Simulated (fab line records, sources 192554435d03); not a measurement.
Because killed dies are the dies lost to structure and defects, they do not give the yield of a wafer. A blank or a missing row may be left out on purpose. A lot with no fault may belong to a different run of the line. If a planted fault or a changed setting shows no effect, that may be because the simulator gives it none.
Chamber matching / flow n5 finfet / 4 sister chambers for N5_DUMMY_GATE_CMP_04 on cmp-04
The step polishes a-Si. 30 wafers are shown with their chamber, then 12 later ones without.

WAFERS PAIRED WITH THEIR CHAMBERS
wafer=L074.2; chamber=1; motor current A (A)=9.8; time to endpoint s (s)=18.3; slurry flow ml min=149.7
wafer=L074.4; chamber=0; motor current A (A)=9.1; time to endpoint s (s)=15.6; slurry flow ml min=150.2
wafer=L074.5; chamber=0; motor current A (A)=9.0; time to endpoint s (s)=13.1; slurry flow ml min=150.0
wafer=L079.1; chamber=0; motor current A (A)=9.0; time to endpoint s (s)=14.1; slurry flow ml min=150.6
wafer=L079.4; chamber=2; motor current A (A)=8.5; time to endpoint s (s)=16.1; slurry flow ml min=149.8
wafer=L079.6; chamber=1; motor current A (A)=10.0; time to endpoint s (s)=18.1; slurry flow ml min=149.0
wafer=L080.2; chamber=1; motor current A (A)=9.9; time to endpoint s (s)=18.9; slurry flow ml min=150.3
wafer=L080.3; chamber=3; motor current A (A)=9.9; time to endpoint s (s)=18.9; slurry flow ml min=150.9
wafer=L080.6; chamber=2; motor current A (A)=8.3; time to endpoint s (s)=15.5; slurry flow ml min=150.0
wafer=L081.2; chamber=1; motor current A (A)=9.9; time to endpoint s (s)=22.4; slurry flow ml min=149.9
wafer=L081.3; chamber=0; motor current A (A)=8.8; time to endpoint s (s)=19.5; slurry flow ml min=149.4
wafer=L081.4; chamber=2; motor current A (A)=8.6; time to endpoint s (s)=17.7; slurry flow ml min=150.1
wafer=L083.1; chamber=0; motor current A (A)=9.0; time to endpoint s (s)=14.5; slurry flow ml min=150.2
wafer=L083.3; chamber=2; motor current A (A)=8.6; time to endpoint s (s)=17.6; slurry flow ml min=150.5
wafer=L083.6; chamber=2; motor current A (A)=8.8; time to endpoint s (s)=17.5; slurry flow ml min=150.0
wafer=L086.1; chamber=0; motor current A (A)=8.9; time to endpoint s (s)=20.6; slurry flow ml min=149.8
wafer=L086.3; chamber=3; motor current A (A)=10.0; time to endpoint s (s)=17.6; slurry flow ml min=150.1
wafer=L086.4; chamber=1; motor current A (A)=9.8; time to endpoint s (s)=20.2; slurry flow ml min=150.6
wafer=L087.2; chamber=3; motor current A (A)=10.2; time to endpoint s (s)=17.4; slurry flow ml min=150.1
wafer=L087.5; chamber=3; motor current A (A)=9.7; time to endpoint s (s)=19.0; slurry flow ml min=148.9
wafer=L087.6; chamber=0; motor current A (A)=8.7; time to endpoint s (s)=19.0; slurry flow ml min=149.8
wafer=L088.1; chamber=0; motor current A (A)=9.2; time to endpoint s (s)=16.2; slurry flow ml min=149.4
wafer=L088.2; chamber=3; motor current A (A)=10.2; time to endpoint s (s)=17.4; slurry flow ml min=149.4
wafer=L088.6; chamber=2; motor current A (A)=8.5; time to endpoint s (s)=15.3; slurry flow ml min=150.0
wafer=L089.1; chamber=3; motor current A (A)=10.4; time to endpoint s (s)=15.3; slurry flow ml min=150.5
wafer=L089.3; chamber=2; motor current A (A)=8.7; time to endpoint s (s)=13.0; slurry flow ml min=149.9
wafer=L089.5; chamber=2; motor current A (A)=8.4; time to endpoint s (s)=12.5; slurry flow ml min=150.5
wafer=L091.1; chamber=0; motor current A (A)=9.2; time to endpoint s (s)=13.1; slurry flow ml min=149.6
wafer=L091.3; chamber=1; motor current A (A)=10.0; time to endpoint s (s)=15.2; slurry flow ml min=150.9
wafer=L091.5; chamber=1; motor current A (A)=10.3; time to endpoint s (s)=15.5; slurry flow ml min=149.9

SIGNATURES (means of the wafers above)
reading=motor current A; chamber 0=8.989; chamber 1=9.957; chamber 2=8.550; chamber 3=10.067; scatter within a chamber=0.186
reading=time to endpoint s; chamber 0=16.189; chamber 1=18.371; chamber 2=15.650; chamber 3=17.600; scatter within a chamber=2.33
reading=slurry flow ml min; chamber 0=149.889; chamber 1=150.043; chamber 2=150.100; chamber 3=149.983; scatter within a chamber=0.51
Rule: a wafer lies at a distance from a chamber equal to the root of the sum of squares, over the readings, of (its reading less the chamber's mean, divided by the reading's scatter). The wafer belongs to the nearest chamber; if the next one is less than 2 further off, it can't be placed. How the scatter is found: for the shown wafers, subtract from each reading the mean of its chamber, square and add these, divide the total by (wafers less chambers), then take the root.

WAFERS WHOSE CHAMBER IS MISSING
wafer=L093.1; motor current A (A)=8.7; time to endpoint s (s)=15.7; slurry flow ml min=149.9
wafer=L093.3; motor current A (A)=10.6; time to endpoint s (s)=17.1; slurry flow ml min=149.8
wafer=L093.4; motor current A (A)=10.3; time to endpoint s (s)=18.1; slurry flow ml min=149.7
wafer=L094.1; motor current A (A)=10.2; time to endpoint s (s)=15.2; slurry flow ml min=150.2
wafer=L094.5; motor current A (A)=9.0; time to endpoint s (s)=15.1; slurry flow ml min=149.9
wafer=L094.6; motor current A (A)=10.4; time to endpoint s (s)=15.5; slurry flow ml min=151.1
wafer=L095.2; motor current A (A)=8.9; time to endpoint s (s)=13.5; slurry flow ml min=149.2
wafer=L095.3; motor current A (A)=9.8; time to endpoint s (s)=15.0; slurry flow ml min=150.4
wafer=L095.5; motor current A (A)=8.3; time to endpoint s (s)=14.9; slurry flow ml min=149.4
wafer=L097.2; motor current A (A)=9.0; time to endpoint s (s)=12.2; slurry flow ml min=150.3
wafer=L097.3; motor current A (A)=9.7; time to endpoint s (s)=16.8; slurry flow ml min=149.6
wafer=L097.6; motor current A (A)=10.2; time to endpoint s (s)=18.0; slurry flow ml min=149.7

WHICH CHAMBER EACH ONE RAN IN
wafer=L093.1; from the rows above=can't be placed: 2 or 0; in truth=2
wafer=L093.3; from the rows above=can't be placed: 3 or 1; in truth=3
wafer=L093.4; from the rows above=can't be placed: 3 or 1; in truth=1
wafer=L094.1; from the rows above=can't be placed: 3 or 1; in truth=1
wafer=L094.5; from the rows above=can't be placed: 0 or 2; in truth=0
wafer=L094.6; from the rows above=can't be placed: 3 or 1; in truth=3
wafer=L095.2; from the rows above=can't be placed: 0 or 2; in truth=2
wafer=L095.3; from the rows above=can't be placed: 1 or 3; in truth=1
wafer=L095.5; from the rows above=can't be placed: 2 or 0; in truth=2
wafer=L097.2; from the rows above=can't be placed: 0 or 2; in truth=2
wafer=L097.3; from the rows above=can't be placed: 1 or 3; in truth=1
wafer=L097.6; from the rows above=can't be placed: 3 or 1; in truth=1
0 of 12 placed correctly. Unplaceable from these rows: 12, with the true chamber sitting among the candidates in 12. Number placed wrongly: 0.
